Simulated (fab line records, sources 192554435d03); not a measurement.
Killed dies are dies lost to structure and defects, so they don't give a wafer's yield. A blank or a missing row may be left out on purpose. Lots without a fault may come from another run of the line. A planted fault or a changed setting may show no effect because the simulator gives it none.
Split-lot experiment | flow n5_finfet | 7 lots, 21 wafers read, on a route of 1938 steps

THE SPLIT
At N5_BEOL_M8_ETCH_66 (etches SOC in N2/H2, target depth 80 nm, overetch 16 nm, time 120 s), the setting bias_w was moved away from the recipe's 150 W on 7 of the 21 wafers read, by -17.4% to +16.1%. The other wafers ran this setting at the recipe's value.

The reading is taken at the split's own step.

THE READING
rf_vpp_V, in V, at N5_BEOL_M8_ETCH_66 (etches SOC in N2/H2, target depth 80 nm, overetch 16 nm, time 120 s). Fault-free wafers of this fab line usually give 524.5 V, standard deviation 2.4 V.

wafer  | tool, chamber at the split | bias_w as run, W | against the recipe | rf_vpp_V, V | against lot-mates on the recipe
L074.1 | rie_diel-05, 0             | 150              | recipe             | 524.1       | -
L074.2 | rie_diel-05, 3             | 150              | recipe             | 519.8       | -
L074.3 | rie_diel-05, 1             | 174.2            | +16.1%             | 578.7       | +56.8
L081.1 | rie_diel-05, 3             | 150              | recipe             | 522.3       | -
L081.3 | rie_diel-05, 1             | 150              | recipe             | 525.1       | -
L081.4 | rie_diel-05, 2             | 150              | recipe             | 524.4       | -
L086.3 | rie_diel-05, 3             | 150              | recipe             | 523.4       | -
L086.4 | rie_diel-05, 1             | 150              | recipe             | 525.4       | -
L086.5 | rie_diel-05, 1             | 150              | recipe             | 525.5       | -
L090.1 | rie_diel-05, 2             | 150              | recipe             | 522.9       | -
L090.3 | rie_diel-05, 0             | 150              | recipe             | 524.9       | -
L090.4 | rie_diel-05, 3             | 150              | recipe             | 521.5       | -
L092.3 | rie_diel-04, 0             | 123.9            | -17.4%             | 463.7       | no lot-mate on the recipe
L092.5 | rie_diel-04, 2             | 123.9            | -17.4%             | 467.8       | no lot-mate on the recipe
L092.6 | rie_diel-04, 3             | 123.9            | -17.4%             | 466.7       | no lot-mate on the recipe
L095.3 | rie_diel-04, 3             | 170.9            | +13.9%             | 569.3       | +40.9
L095.4 | rie_diel-04, 3             | 170.9            | +13.9%             | 571.0       | +42.6
L095.6 | rie_diel-04, 2             | 150              | recipe             | 528.4       | -
L096.1 | rie_diel-04, 0             | 131.8            | -12.1%             | 481.0       | -46.5
L096.3 | rie_diel-04, 2             | 150              | recipe             | 529.5       | -
L096.4 | rie_diel-04, 3             | 150              | recipe             | 525.4       | -

THE FIT
A straight line over all 21 wafers: rf_vpp_V changes by +3.36 V for each +1% of bias_w; r = +1.00; the points scatter about the line by 2.3 V.
The same after taking each lot's own level away (the mean of its wafers on the recipe; 18 wafers): +3.35 V for each +1%; r = +0.99; scatter 2.6 V.
On that fit, the largest move of bias_w shifts the reading by 58 V.
The lots' own levels span 521.95 to 528.40 V, that is 2.7 times the standard deviation above.
So the lot-to-lot level changes the slope little: the two slopes agree.
Check: with one of the wafers moved furthest among these (+16.1%) left out of the fit, the line predicts +51.6 V for it against its lot-mates. It came out at +56.8 V against them.
Tool readings at the split's step, against how far the setting was moved: rf_vpp_V r = +1.00.

OTHER SPLITS ON THESE WAFERS
These wafers also went through other splits before the reading. Each is held against what the fit with the lots' levels taken away leaves over:
other split on the same wafers | wafers away from the commonest value | r with rf_vpp_V (lot level and that fit taken away)
N5_BEOL_M5_EXPOSE_08 dose_mj   | 4                                    | +0.17
N5_BEOL_M6_DEP_56 time_s       | 7                                    | -0.06
N5_BEOL_M7_DESCUM_33 time_s    | 13                                   | +0.24

THE WHOLE CHAIN: every reading that the file lists as answering this split, in the file's order
step               | what it does                                                        | reading                                                                          | change (the file's fit)                | r (the file's)
N5_BEOL_M8_ETCH_66 | etches SOC in N2/H2, target depth 80 nm, overetch 16 nm, time 120 s | rf_vpp_V                                                                         | +3.43 V for each +1% of the setting    | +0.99
N5_BEOL_M8_ETCH_66 | etches SOC in N2/H2, target depth 80 nm, overetch 16 nm, time 120 s | SiARC_of_BEOL_M8_COAT_64.thk_nm (the simulator's own value, which no gauge read) | -0.0545 nm for each +1% of the setting | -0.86

THE FILE'S OWN FIT
rf_vpp_V changes by +3.43 V for each +1% of bias_w, r = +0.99.
